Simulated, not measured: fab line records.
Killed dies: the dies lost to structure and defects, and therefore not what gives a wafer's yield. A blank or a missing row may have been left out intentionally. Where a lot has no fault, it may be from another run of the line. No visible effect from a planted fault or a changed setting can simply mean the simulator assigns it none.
Matching of chambers -- flow n5Finfet -- 3 sister chambers for N5_FIN_SAQP_PECVD_06 on pecvd-01
The step deposits a-Si from SiH4/He, target thk 60 nm, time 48.1 s. 22 wafers are shown with their chamber, then 11 later ones without.

## WAFERS, EACH WITH ITS CHAMBER
wafer,chamber,throttleValvePct (%),heaterPowerW (W),showerheadPlenumPTorr (Torr)
L075.2,1,19.0,946,5.71
L075.5,0,17.5,1109,5.66
L075.6,1,19.0,954,5.71
L077.2,1,19.0,815,5.69
L077.3,0,17.3,1122,5.66
L077.4,1,18.5,846,5.71
L078.3,2,16.7,834,5.68
L078.4,1,18.9,900,5.70
L078.6,0,17.5,1140,5.66
L079.1,2,16.6,734,5.70
L079.4,2,17.1,724,5.69
L079.6,1,19.2,926,5.71
L080.1,1,18.9,876,5.70
L080.2,2,16.8,806,5.69
L080.3,0,17.2,1088,5.65
L081.2,0,17.2,1066,5.65
L081.4,2,16.9,751,5.68
L081.6,1,19.0,929,5.70
L082.2,1,18.7,946,5.71
L082.3,0,17.3,1140,5.65
L082.6,1,18.8,948,5.73
L087.1,1,18.9,961,5.71

SIGNATURES (averages over the wafers above)
reading,chamber 0,chamber 1,chamber 2,scatter within a chamber
throttleValvePct,17.333,18.900,16.820,0.175
heaterPowerW,1110.83,913.36,769.80,44.1
showerheadPlenumPTorr,5.6550,5.7073,5.6880,0.00873
Rule: a wafer lies at a distance from a chamber equal to the root of the sum of squares, over the readings, of (its reading less the chamber's mean, divided by the reading's scatter). If the next closest chamber is less than 2 further off than the closest, the wafer can't be placed; otherwise it belongs to the closest. The scatter: the root of (the sum of the squares of (reading less its chamber's mean) over the shown wafers, divided by (wafers less chambers)).

## WAFERS WHOSE CHAMBER IS MISSING
wafer,throttleValvePct (%),heaterPowerW (W),showerheadPlenumPTorr (Torr)
L087.2,17.5,1060,5.67
L087.3,17.2,806,5.69
L091.3,17.7,1166,5.65
L091.4,17.7,1165,5.66
L091.6,19.4,814,5.70
L094.1,18.8,873,5.72
L094.2,17.4,1084,5.65
L094.3,16.9,766,5.68
L095.3,16.9,795,5.68
L095.5,18.6,924,5.70
L095.6,17.4,1158,5.65

## CHAMBER TAKEN BY EACH
wafer,from the rows above,in truth
L087.2,0,0
L087.3,2,2
L091.3,0,0
L091.4,0,0
L091.6,1,1
L094.1,1,1
L094.2,0,0
L094.3,2,2
L095.3,2,2
L095.5,1,1
L095.6,0,0
Placed correctly: 11 of 11. Can't be placed from these rows: 0. 0 placed wrongly.
